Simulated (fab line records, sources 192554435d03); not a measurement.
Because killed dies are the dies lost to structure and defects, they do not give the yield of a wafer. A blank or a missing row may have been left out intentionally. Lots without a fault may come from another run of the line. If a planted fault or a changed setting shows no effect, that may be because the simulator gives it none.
fab line records | flow n5Finfet
[record] lots = 7 wafers = 39
route steps=1938 shown ZERO_LAYER@11 PMOS_HMC_CHANNEL_EPI@64 SD_EPI_P@321 HKMG_FIN@433 GATE_CUT@490 BEOL_M0_SAQP@676 BEOL_M1@814 BEOL_M4@1070 BEOL_M6@1197 BEOL_M7@1263 BEOL_M10@1533 BEOL_M11@1599 BEOL_M13@1706 TV_OPEN@1890 PASSIVATION@1936
startH: the number of hours between the record's first day and the start of the first shown wafer of the lot | waitH: hours since the lot's step before | " repeats the value in the row above | L1.1+2: a single row standing in for several wafers | - no value present, or no start provided | * or withheld: withheld | < > ~ a bound
route shown NAME@n: names a module that has steps shown in the file, with the first one's number in the route | usual: mean and standard deviation over wafers with no fault | same: alike in all rows | chamber/n: place in a boat | sites: per-site readings | _std_site: standard deviation across them | _edge_site: mean of outer sites minus mean of inner sites | radiusMm: for every site, how far away it sits from the centre of the wafer | mask NAME#n: copy n | behind: tool/chamber where the wafer was last shaped | hold: the reason the lot was held/the length of the hold in hours/how it ended | device: the n, p or np transistor that did not switch | end of line: the same wafers' tests at the end of the route | a step with no rows: only its recipe | killed: the dies lost at the first sort to structure and to defects; this is not the yield of the wafer | map: per-die view of a wafer (x killed, . not killed, _ where there is no die)
set.NAME: the run value of the setting; set.NAME@STEP: its run value at that earlier step | model.NAME: the simulator's own value behind a step, which no gauge read
lots with deliberately changed settings; one table per step, one row per wafer
[[steps]]
[step N5_ZERO_LAYER_DEVELOP_10]
[recipe] developTimeS = 60 rinseLiquid = diw dry = airSpin devTempC = 21
[step N5_PMOS_HMC_CHANNEL_EPI_DEVELOP_08]
[recipe] developTimeS = 30 developer = TMAH resist = CAR-ArF-block devTempC = 23 rinseLiquid = diw dry = airSpin
[step N5_SD_EPI_P_EPI_21]
[recipe] material = SiGe:B dopant = B tempC = 550 pressureTorr = 20 ambient = H2 timeS = 355
[step N5_HKMG_FIN_DESCUM_17]
[recipe] chemistry = O2 timeS = 7.9 sourcePowerW = 50 biasPowerW = 20 pressureMtorr = 20 rfFrequencyHz = 2.712e+07 tempC = 40 resist = CAR-ArF o2FlowSccm = 225
[step N5_GATE_CUT_DESCUM_18]
[recipe] chemistry = O2 timeS = 7 sourcePowerW = 50 biasPowerW = 20 pressureMtorr = 20 rfFrequencyHz = 2.712e+07 tempC = 40 resist = CAR-EUV o2FlowSccm = 225
[step N5_BEOL_M0_SAQP_SPACER2_ALD_26]
[recipe] material = SiO2 targetThkA = 150 tempC = 300 aldPrecursorFamily = BDEAS aldCoReactant = O2-plasma pulseTimeS = 1 purgeTimeS = 2 coReactantPurgeTimeS = 2 pressureTorr = 2
[step N5_BEOL_M1_SPUTTER_48]
[recipe] material = Cu targetThkA = 45 tempC = -20 chamberPressurePa = 0.07 powerW = withheld timeS = 8.29
[step N5_BEOL_M4_TRENCH_ETCH_37]
[recipe] chemistry = C4F6/O2 targetDepthA = 555.55 target = SiOC timeS = 29.2 ionEnergyEv = 250 pressureMtorr = 30 sourceW = 355 biasW = 185 Ar_flow_sccm = 300 C4F6_flow_sccm = 10 O2_flow_sccm = 10
[step N5_BEOL_M6_PECVD_70]
[recipe] material = SiO2 targetThkA = 200 tempC = 400 precursor = TEOS/O2 pressureTorr = 5.5 rfW = 450 teosFlowSccm = 53.8 gas = O2 flowSccm = 3000 timeS = 22.7
[step N5_BEOL_M7_ILD_DEP_00]
[recipe] material = SiCOH_lowk targetThkA = 1797.5 tempC = 300 precursor = DEMS/porogen pressureTorr = 5 rfW = 500 timeS = 33.4
[step N5_BEOL_M10_DEP_56]
[recipe] material = SiCN targetThkA = 150 tempC = withheld precursor = 3MS/NH3 pressureTorr = 3 rfW = 202 timeS = 26.5
[step N5_BEOL_M11_DEP_56]
[recipe] material = SiCN targetThkA = 300 tempC = withheld precursor = 3MS/NH3 pressureTorr = 3 rfW = 675 timeS = 10.5
[step N5_BEOL_M13_SPUTTER_44]
[recipe] material = Ta targetThkA = 100 tempC = 50 biasV = 80 powerW = 15000 chamberPressurePa = 0.07 timeS = 16.13
[step N5_PASSIVATION_ETCH_15]
[recipe] chemistry = CF4/N2 target = SiCN targetDepthA = 750 taperDeg = 2 timeS = 81.2 ionEnergyEv = 150 maskMaterial = SiNx pressureMtorr = 40 sourceW = 430 biasW = 70 Ar_flow_sccm = 100 cf4FlowSccm = 60 n2FlowSccm = 60
[step N5_PASSIVATION_PROBE_49]
[usual] sort_bin_5_function = 5.0/1.1
// columns lot.wafer tool chamber startH waitH set.developTimeS@ZERO_LAYER_DEVELOP_10 set.developTimeS@PMOS_HMC_CHANNEL_EPI_DEVELOP_08 set.timeS@SD_EPI_P_EPI_21 set.timeS@HKMG_FIN_DESCUM_17 set.timeS@GATE_CUT_DESCUM_18 set.targetThkA@BEOL_M0_SAQP_SPACER2_ALD_26 set.targetThkA@BEOL_M1_SPUTTER_48 set.timeS@BEOL_M4_TRENCH_ETCH_37 set.timeS@BEOL_M6_PECVD_70 set.timeS@BEOL_M7_ILD_DEP_00 set.targetThkA@BEOL_M10_DEP_56 set.targetThkA@BEOL_M11_DEP_56 set.targetThkA@BEOL_M13_SPUTTER_44 set.targetDepthA@PASSIVATION_ETCH_15 sort_bin_5_function[%]
L079.1 prober-01 - 298.85 0.0 31.55 30 355 7.9 3.743 150 21.66 29.2 22.7 33.4 150 300 100 750 4.8
L079.2 prober-01 - 298.90 0.1 31.55 30 439.7 4.587 7 226.4 45 29.2 22.7 33.4 150 300 100 965.8 96.3
L079.3 prober-01 - 298.95 0.1 60 30 355 4.587 7 150 45 45.38 22.7 33.4 150 300 141.1 965.8 7.3
L079.4 prober-01 - 299.00 0.2 31.55 30 355 7.9 3.743 226.4 45 45.38 22.7 33.4 150 300 100 750 96.5
L079.5 prober-01 - 299.05 0.2 60 30 439.7 4.587 3.743 150 21.66 29.2 22.7 33.4 150 300 141.1 750 5.0
L079.6 prober-01 - 299.10 0.3 60 30 439.7 7.9 7 226.4 21.66 45.38 22.7 33.4 150 300 141.1 965.8 95.2
L081.1 prober-01 - 305.70 0.0 60 30 355 7.9 7 150 45 29.2 22.7 33.4 150 300 100 750 6.5
L081.4 prober-01 - 305.85 0.2 60 30 355 7.9 7 150 45 29.2 22.7 33.4 150 300 100 750 3.3
L081.6 prober-01 - 305.95 0.3 60 30 355 7.9 7 150 45 29.2 22.7 33.4 150 300 100 750 5.4
L087.1 prober-01 - 354.77 0.0 60 30 355 7.9 8.212 150 45 29.2 22.7 14.29 215.5 462.5 100 606.9 5.2
L087.2 prober-01 - 354.82 0.1 60 30 355 7.9 7 226.4 45 19.15 22.7 33.4 215.5 462.5 40.02 750 96.4
L087.3 prober-01 - 354.87 0.1 60 30 355 7.9 8.212 226.4 45 19.15 30.66 14.29 150 462.5 40.02 606.9 96.9
L087.4 prober-01 - 354.92 0.2 60 30 355 9.651 7 150 45 29.2 30.66 33.4 215.5 300 40.02 750 5.8
L087.5 prober-01 - 354.97 0.2 60 30 355 9.651 7 150 45 19.15 30.66 14.29 150 300 100 750 5.9
L087.6 prober-01 - 355.02 0.3 60 30 355 9.651 8.212 226.4 45 29.2 22.7 33.4 150 300 100 606.9 96.2
L088.1 prober-02 - 360.26 0.0 60 30 511.5 6.224 11.15 150 45 29.2 22.7 28.27 150 143.4 116.3 750 5.7
L088.2 prober-02 - 360.31 0.1 94.12 22.3 355 7.9 11.15 150 45 29.2 10.24 33.4 125.9 300 116.3 750 5.5
L088.3 prober-02 - 360.36 0.1 60 30 355 6.224 7 150 45 13.93 22.7 28.27 125.9 143.4 116.3 750 96.2
L088.4 prober-02 - 360.41 0.2 94.12 30 355 7.9 7 121.1 45 13.93 10.24 28.27 150 300 100 750 12.7
L088.5 prober-02 - 360.46 0.2 94.12 22.3 511.5 6.224 7 121.1 45 29.2 10.24 33.4 150 143.4 100 750 5.2
L088.6 prober-02 - 360.51 0.3 60 22.3 511.5 7.9 11.15 121.1 45 13.93 22.7 33.4 125.9 300 100 750 12.1
L089.1 prober-01 - 364.60 0.0 60 43.43 355 9.802 4.95 150 45 17.07 22.7 33.4 150 220.1 64.47 558 44.6
L089.2 prober-01 - 364.65 0.1 32.99 43.43 355 9.802 7 150 45 29.2 22.7 16.64 150 300 64.47 558 4.7
L089.3 prober-01 - 364.70 0.1 60 30 531.1 7.9 7 150 45 17.07 22.7 33.4 150 300 100 558 96.3
L089.4 prober-01 - 364.75 0.2 32.99 43.43 531.1 7.9 7 96.18 45 17.07 22.7 16.64 150 220.1 100 750 2.8
L089.5 prober-01 - 364.80 0.2 60 30 531.1 9.802 4.95 96.18 45 29.2 22.7 16.64 150 220.1 64.47 750 5.1
L089.6 prober-01 - 364.85 0.3 32.99 30 355 7.9 4.95 96.18 45 29.2 22.7 33.4 150 300 100 750 3.7
L092.1 prober-02 - 371.67 0.0 60 30 355 7.9 3.546 150 24.14 29.2 17.16 33.4 150 441.1 100 1138 4.3
L092.2 prober-02 - 371.72 0.1 60 30 355 4.737 7 150 24.14 23.49 22.7 33.4 150 441.1 140.4 1138 5.4
L092.3 prober-02 - 371.77 0.1 81.02 40.58 355 7.9 7 150 24.14 23.49 17.16 33.4 150 300 140.4 750 5.4
L092.4 prober-02 - 371.82 0.2 81.02 40.58 355 4.737 3.546 150 45 29.2 17.16 33.4 150 300 140.4 1138 3.8
L092.5 prober-02 - 371.87 0.2 60 40.58 355 7.9 3.546 150 45 23.49 22.7 33.4 150 300 100 750 4.2
L092.6 prober-02 - 371.92 0.3 81.02 30 355 4.737 7 150 45 29.2 22.7 33.4 150 441.1 100 750 4.2
L094.1 prober-01 - 392.01 0.0 60 30 355 11.93 7 150 68.56 39.01 27.43 33.4 79.85 300 100 750 5.0
L094.2 prober-01 - 392.06 0.1 60 30 355 7.9 7 150 45 29.2 22.7 33.4 150 300 100 750 4.9
L094.3 prober-01 - 392.11 0.1 60 30 355 11.93 7 104.7 45 39.01 22.7 33.4 79.85 300 100 750 7.5
L094.4 prober-01 - 392.16 0.2 60 30 492.1 11.93 7 104.7 68.56 29.2 22.7 33.4 150 300 100 750 5.3
L094.5 prober-01 - 392.21 0.2 60 30 492.1 7.9 7 104.7 68.56 29.2 27.43 33.4 79.85 300 100 750 5.5
L094.6 prober-01 - 392.26 0.3 60 30 492.1 7.9 7 150 45 39.01 27.43 33.4 150 300 100 750 6.8
// killed by level:class
L079.1 FIN_SAQP:geometricParticle:short=11 MOL_CONTACT_COAG:geometricParticle:open=9 STI_FIN_REVEAL:geometricParticle:open=8 FIN_SAQP:geometricParticle:open=7 BEOL_M0_SAQP:geometricParticle:short=5 BEOL_M1:geometricParticle:open=5 DUMMY_GATE:geometricParticle:open=4 BEOL_M0_SAQP:geometricParticle:open=4
L079.2 BEOL_M0_SAQP:areaAld=1076 BEOL_M3:geometricParticle:open=11 FIN_SAQP:geometricParticle:open=8 BEOL_M2:geometricParticle:open=8 STI_FIN_REVEAL:geometricParticle:open=7 BEOL_M0_SAQP:geometricParticle:open=7 BEOL_M2:geometricParticle:short=7 FIN_SAQP:geometricParticle:short=6
L079.3 STI_FIN_REVEAL:geometricParticle:open=20 FIN_SAQP:geometricParticle:short=17 BEOL_M2:geometricParticle:open=14 FIN_SAQP:geometricParticle:open=11 MOL_CONTACT_COAG:geometricParticle:open=8 BEOL_M0_SAQP:geometricParticle:open=6 STI_FIN_REVEAL:geometricParticle:short=5 GATE_CUT:geometricParticle:short=5
L079.4 BEOL_M0_SAQP:areaAld=1069 MOL_CONTACT_COAG:geometricParticle:open=17 FIN_SAQP:geometricParticle:short=10 BEOL_M2:geometricParticle:open=9 BEOL_M3:geometricParticle:open=8 STI_FIN_REVEAL:geometricParticle:open=5 STARTING-WAFER:geometricParticle:short=5 FIN_SAQP:geometricParticle:open=4
L079.5 MOL_CONTACT_COAG:geometricParticle:open=13 FIN_SAQP:geometricParticle:open=9 STI_FIN_REVEAL:geometricParticle:open=8 BEOL_M3:geometricParticle:open=8 BEOL_M1:interfaceVoidOpened=8 BEOL_M6:geometricParticle:open=5 FIN_SAQP:geometricParticle:short=4 BEOL_M2:geometricParticle:short=4
L079.6 BEOL_M0_SAQP:areaAld=1054 BEOL_M1:geometricParticle:open=15 STI_FIN_REVEAL:geometricParticle:open=14 FIN_SAQP:geometricParticle:short=13 MOL_CONTACT_COAG:geometricParticle:open=10 BEOL_M2:geometricParticle:open=9 FIN_SAQP:geometricParticle:open=5 GATE_CUT:geometricParticle:short=5
L081.1 MOL_CONTACT_COAG:geometricParticle:open=17 FIN_SAQP:geometricParticle:open=14 FIN_SAQP:geometricParticle:short=12 STI_FIN_REVEAL:geometricParticle:open=11 BEOL_M3:geometricParticle:open=7 DUMMY_GATE:geometricParticle:open=7 BEOL_M0_SAQP:geometricParticle:open=7 BEOL_M0_SAQP:geometricParticle:short=7
L081.4 FIN_SAQP:geometricParticle:open=14 FIN_SAQP:geometricParticle:short=8 STI_FIN_REVEAL:geometricParticle:open=6 BEOL_M4:geometricParticle:open=6 HKMG_FIN:areaEtch=5 MOL_CONTACT_COAG:geometricParticle:open=4 BEOL_M2:geometricParticle:open=4 DUMMY_GATE:geometricParticle:open=3
L081.6 FIN_SAQP:geometricParticle:open=10 FIN_SAQP:geometricParticle:short=10 MOL_CONTACT_COAG:geometricParticle:open=10 BEOL_M0_SAQP:geometricParticle:open=9 BEOL_M0_SAQP:geometricParticle:short=8 BEOL_M3:geometricParticle:open=6 BEOL_M4:geometricParticle:open=6 STI_FIN_REVEAL:geometricParticle:open=4
L087.1 BEOL_M7:areaDep=1077 STI_FIN_REVEAL:geometricParticle:open=25 BEOL_M4:geometricParticle:open=12 MOL_CONTACT_COAG:geometricParticle:open=6 FIN_SAQP:geometricParticle:open=5 STARTING-WAFER:geometricParticle:open=5 STI_FIN_REVEAL:geometricParticle:short=3 BEOL_M0_SAQP:geometricParticle:open=3
L087.2 BEOL_M0_SAQP:areaAld=1065 STI_FIN_REVEAL:geometricParticle:open=26 BEOL_M4:geometricParticle:open=11 MOL_CONTACT_COAG:geometricParticle:open=10 BEOL_M3:geometricParticle:open=9 BEOL_M0_SAQP:geometricParticle:open=6 BEOL_M1:geometricParticle:open=6 FIN_SAQP:geometricParticle:short=5
L087.3 BEOL_M0_SAQP:areaAld=1088 BEOL_M4:geometricParticle:open=12 BEOL_M3:geometricParticle:open=9 FIN_SAQP:geometricParticle:short=7 STI_FIN_REVEAL:geometricParticle:open=7 MOL_CONTACT_COAG:geometricParticle:open=7 BEOL_M1:geometricParticle:open=5 FIN_SAQP:geometricParticle:open=4
L087.4 STI_FIN_REVEAL:geometricParticle:open=25 FIN_SAQP:geometricParticle:short=8 MOL_CONTACT_COAG:geometricParticle:open=7 BEOL_M4:geometricParticle:open=7 BEOL_M3:geometricParticle:open=5 STI_FIN_REVEAL:geometricParticle:short=4 GATE_CUT:geometricParticle:open=4 BEOL_M0_SAQP:geometricParticle:open=4
L087.5 BEOL_M7:areaDep=959 BEOL_M4:areaEcd=89 STI_FIN_REVEAL:geometricParticle:open=26 BEOL_M4:geometricParticle:open=13 BEOL_M0_SAQP:geometricParticle:short=9 MOL_CONTACT_COAG:geometricParticle:open=8 GATE_CUT:geometricParticle:short=6 BEOL_M2:geometricParticle:open=6
L087.6 BEOL_M0_SAQP:areaAld=1087 BEOL_M0_SAQP:geometricParticle:short=9 BEOL_M1:geometricParticle:open=9 MOL_CONTACT_COAG:geometricParticle:open=8 STI_FIN_REVEAL:geometricParticle:open=6 BEOL_M0_SAQP:geometricParticle:open=6 BEOL_M2:geometricParticle:open=6 BEOL_M4:geometricParticle:open=6
L088.1 MOL_CONTACT_COAG:geometricParticle:open=19 BEOL_M0_SAQP:geometricParticle:short=11 FIN_SAQP:geometricParticle:short=10 BEOL_M0_SAQP:geometricParticle:open=10 FIN_SAQP:geometricParticle:open=7 STI_FIN_REVEAL:geometricParticle:open=6 BEOL_M2:geometricParticle:open=6 BEOL_M1:geometricParticle:open=4
L088.2 MOL_CONTACT_COAG:geometricParticle:open=14 FIN_SAQP:geometricParticle:short=10 STI_FIN_REVEAL:geometricParticle:open=8 BEOL_M0_SAQP:geometricParticle:short=8 BEOL_M0_SAQP:geometricParticle:open=6 BEOL_M0:geometricParticle:open=6 BEOL_M3:geometricParticle:open=6 BEOL_M1:geometricParticle:open=5
L088.3 BEOL_M4:areaEcd=1078 MOL_CONTACT_COAG:geometricParticle:open=17 FIN_SAQP:geometricParticle:short=12 BEOL_M2:geometricParticle:open=6 MOL_CONTACT_COAG:geometricParticle:short=6 FIN_SAQP:geometricParticle:open=5 SPACER0:geometricParticle:short=5 MIM_TOP:geometricParticle:open=5
L088.4 BEOL_M0_SAQP:areaAld=981 BEOL_M4:areaEcd=93 BEOL_M4:geometricParticle:open=11 MOL_CONTACT_COAG:geometricParticle:open=9 BEOL_M0_SAQP:geometricParticle:short=7 FIN_SAQP:geometricParticle:open=6 SPACER0:geometricParticle:open=5 BEOL_M4:geometricParticle:short=5
L088.5 BEOL_M0_SAQP:areaAld=953 BEOL_M0_SAQP:geometricParticle:short=10 MOL_CONTACT_COAG:geometricParticle:open=8 BEOL_M0_SAQP:geometricParticle:open=7 BEOL_M4:geometricParticle:open=6 FIN_SAQP:geometricParticle:open=5 BEOL_M3:geometricParticle:open=5 SPACER0:geometricParticle:short=5
L088.6 BEOL_M0_SAQP:areaAld=993 BEOL_M4:areaEcd=79 MOL_CONTACT_COAG:geometricParticle:open=10 BEOL_M1:geometricParticle:open=10 BEOL_M2:geometricParticle:open=10 MOL_CONTACT_COAG:geometricParticle:short=7 STI_FIN_REVEAL:geometricParticle:open=7 FIN_SAQP:geometricParticle:open=6
L089.1 BEOL_M4:areaEcd=594 TV_OPEN:areaEtch=495 MOL_CONTACT_COAG:geometricParticle:open=8 STI_FIN_REVEAL:geometricParticle:open=7 STARTING-WAFER:geometricParticle:short=5 BEOL_M2:geometricParticle:open=3 BEOL_M4:geometricParticle:open=3 MIM_BOT:geometricParticle:open=3
L089.2 BEOL_M7:areaDep=1102 TV_OPEN:areaEtch=16 FIN_SAQP:geometricParticle:short=5 BEOL_M3:geometricParticle:open=5 DUMMY_GATE:geometricParticle:open=4 MOL_CONTACT_COAG:geometricParticle:open=4 STI_FIN_REVEAL:geometricParticle:short=3 ILD0:geometricParticle:open=3
L089.3 BEOL_M4:areaEcd=939 TV_OPEN:areaEtch=142 BEOL_M3:geometricParticle:open=17 STI_FIN_REVEAL:geometricParticle:open=12 FIN_SAQP:geometricParticle:short=9 BEOL_M2:geometricParticle:open=6 FIN_SAQP:geometricParticle:open=5 BEOL_M4:geometricParticle:open=4
L089.4 BEOL_M0_SAQP:areaAld=1110 FIN_SAQP:geometricParticle:open=9 DUMMY_GATE:geometricParticle:open=6 ILD0:geometricParticle:short=5 STARTING-WAFER:geometricParticle:open=4 FIN_SAQP:geometricParticle:short=3 ILD0:geometricParticle:open=3 MOL_CONTACT_COAG:geometricParticle:open=3
L089.5 BEOL_M0_SAQP:areaAld=1077 STI_FIN_REVEAL:geometricParticle:open=15 FIN_SAQP:geometricParticle:open=12 FIN_SAQP:geometricParticle:short=11 BEOL_M3:geometricParticle:open=11 MOL_CONTACT_COAG:geometricParticle:open=8 BEOL_M0_SAQP:geometricParticle:short=8 BEOL_M0_SAQP:geometricParticle:open=8
L089.6 BEOL_M0_SAQP:areaAld=1110 MOL_CONTACT_COAG:geometricParticle:open=9 FIN_SAQP:geometricParticle:open=7 STI_FIN_REVEAL:geometricParticle:open=6 BEOL_M2:geometricParticle:open=5 BEOL_M3:geometricParticle:open=5 GATE_CUT:geometricParticle:short=4 FIN_CUT:geometricParticle:open=4
L092.1 MOL_CONTACT_COAG:geometricParticle:open=13 FIN_SAQP:geometricParticle:open=11 BEOL_M3:geometricParticle:open=10 BEOL_M1:geometricParticle:open=6 BEOL_M2:geometricParticle:open=5 BEOL_M1:interfaceVoidOpened=5 MOL_CONTACT_COAG:geometricParticle:short=4 BEOL_M1:geometricParticle:short=4
L092.2 MOL_CONTACT_COAG:geometricParticle:open=13 BEOL_M2:geometricParticle:open=10 STI_FIN_REVEAL:geometricParticle:open=9 BEOL_M0_SAQP:geometricParticle:open=6 BEOL_M4:geometricParticle:open=6 FIN_SAQP:geometricParticle:open=5 GATE_CUT:geometricParticle:short=4 BEOL_M0_SAQP:geometricParticle:short=4
L092.3 MOL_CONTACT_COAG:geometricParticle:open=11 BEOL_M3:geometricParticle:open=9 BEOL_M4:areaEcd=8 BEOL_M2:geometricParticle:open=6 BEOL_M0_SAQP:geometricParticle:short=5 BEOL_M4:geometricParticle:open=5 DUMMY_GATE:geometricParticle:open=4 MOL_CONTACT_COAG:geometricParticle:short=4
L092.4 BEOL_M0_SAQP:geometricParticle:open=12 BEOL_M3:geometricParticle:open=10 MOL_CONTACT_COAG:geometricParticle:open=9 BEOL_M0_SAQP:geometricParticle:short=9 STI_FIN_REVEAL:geometricParticle:open=8 FIN_SAQP:geometricParticle:short=4 STI_FIN_REVEAL:geometricParticle:short=4 DUMMY_GATE:geometricParticle:open=4
L092.5 BEOL_M4:areaEcd=21 STI_FIN_REVEAL:geometricParticle:open=16 MOL_CONTACT_COAG:geometricParticle:open=14 BEOL_M2:geometricParticle:open=11 FIN_SAQP:geometricParticle:open=7 BEOL_M1:geometricParticle:open=7 BEOL_M0_SAQP:geometricParticle:open=4 BEOL_M2:geometricParticle:short=4
L092.6 BEOL_M0_SAQP:geometricParticle:open=11 BEOL_M0_SAQP:geometricParticle:short=11 STI_FIN_REVEAL:geometricParticle:open=8 MOL_CONTACT_COAG:geometricParticle:open=7 HKMG_FIN:areaEtch=6 MOL_CONTACT_COAG:geometricParticle:short=5 BEOL_M1:geometricParticle:open=5 DUMMY_GATE:geometricParticle:open=4
L094.1 STI_FIN_REVEAL:geometricParticle:open=21 MOL_CONTACT_COAG:geometricParticle:open=13 MOL_CONTACT_COAG:geometricParticle:short=8 FIN_SAQP:geometricParticle:open=7 FIN_SAQP:geometricParticle:short=7 BEOL_M3:geometricParticle:open=6 DUMMY_GATE:geometricParticle:open=5 BEOL_M1:geometricParticle:short=4
L094.2 FIN_SAQP:geometricParticle:open=11 STI_FIN_REVEAL:geometricParticle:open=10 MOL_CONTACT_COAG:geometricParticle:open=8 FIN_SAQP:geometricParticle:short=7 BEOL_M2:geometricParticle:open=7 BEOL_M0_SAQP:geometricParticle:short=6 GATE_CUT:geometricParticle:open=5 PAD_METAL:geometricParticle:short=5
L094.3 BEOL_M0_SAQP:areaAld=1028 FIN_SAQP:geometricParticle:open=26 STI_FIN_REVEAL:geometricParticle:open=18 MOL_CONTACT_COAG:geometricParticle:open=15 FIN_SAQP:geometricParticle:short=9 BEOL_M2:geometricParticle:open=8 BEOL_M1:geometricParticle:open=7 BEOL_M0_SAQP:geometricParticle:short=7
L094.4 BEOL_M0_SAQP:areaAld=1053 STI_FIN_REVEAL:geometricParticle:open=18 MOL_CONTACT_COAG:geometricParticle:open=14 STI_FIN_REVEAL:geometricParticle:short=11 BEOL_M2:geometricParticle:open=11 BEOL_M0_SAQP:geometricParticle:short=9 BEOL_M4:geometricParticle:open=8 FIN_SAQP:geometricParticle:open=5
L094.5 BEOL_M0_SAQP:areaAld=1060 STI_FIN_REVEAL:geometricParticle:open=18 FIN_SAQP:geometricParticle:short=10 BEOL_M3:geometricParticle:open=10 BEOL_M2:geometricParticle:open=9 FIN_SAQP:geometricParticle:open=7 GATE_CUT:geometricParticle:short=7 BEOL_M8:geometricParticle:open=5
L094.6 MOL_CONTACT_COAG:geometricParticle:open=23 FIN_SAQP:geometricParticle:open=15 STI_FIN_REVEAL:geometricParticle:open=14 GATE_CUT:geometricParticle:short=9 BEOL_M0_SAQP:geometricParticle:open=9 DUMMY_GATE:geometricParticle:open=8 BEOL_M3:geometricParticle:open=5 BEOL_M4:geometricParticle:open=5
[[key]]
[split] step = N5_ZERO_LAYER_DEVELOP_10 setting = developTimeS statedAs = 60
response none clear
[split] step = N5_PMOS_HMC_CHANNEL_EPI_DEVELOP_08 setting = developTimeS statedAs = 30
response none clear
[split] step = N5_SD_EPI_P_EPI_21 setting = timeS statedAs = 355
response none clear
[split] step = N5_HKMG_FIN_DESCUM_17 setting = timeS statedAs = 7.9
response none clear
[split] step = N5_GATE_CUT_DESCUM_18 setting = timeS statedAs = 7
response none clear
[split] step = N5_BEOL_M0_SAQP_SPACER2_ALD_26 setting = targetThkA statedAs = 150
[response] step = N5_PASSIVATION_PROBE_49 reading = sort_bin_5_function slope = +1.65 per = 1% togetherWith = all explained = 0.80
[split] step = N5_BEOL_M1_SPUTTER_48 setting = targetThkA statedAs = 45
response none clear
[split] step = N5_BEOL_M4_TRENCH_ETCH_37 setting = timeS statedAs = 29.2
response none clear
[split] step = N5_BEOL_M6_PECVD_70 setting = timeS statedAs = 22.7
response none clear
[split] step = N5_BEOL_M7_ILD_DEP_00 setting = timeS statedAs = 33.4
response none clear
[split] step = N5_BEOL_M10_DEP_56 setting = targetThkA statedAs = 150
response none clear
[split] step = N5_BEOL_M11_DEP_56 setting = targetThkA statedAs = 300
response none clear
[split] step = N5_BEOL_M13_SPUTTER_44 setting = targetThkA statedAs = 100
response none clear
[split] step = N5_PASSIVATION_ETCH_15 setting = targetDepthA statedAs = 750
response none clear
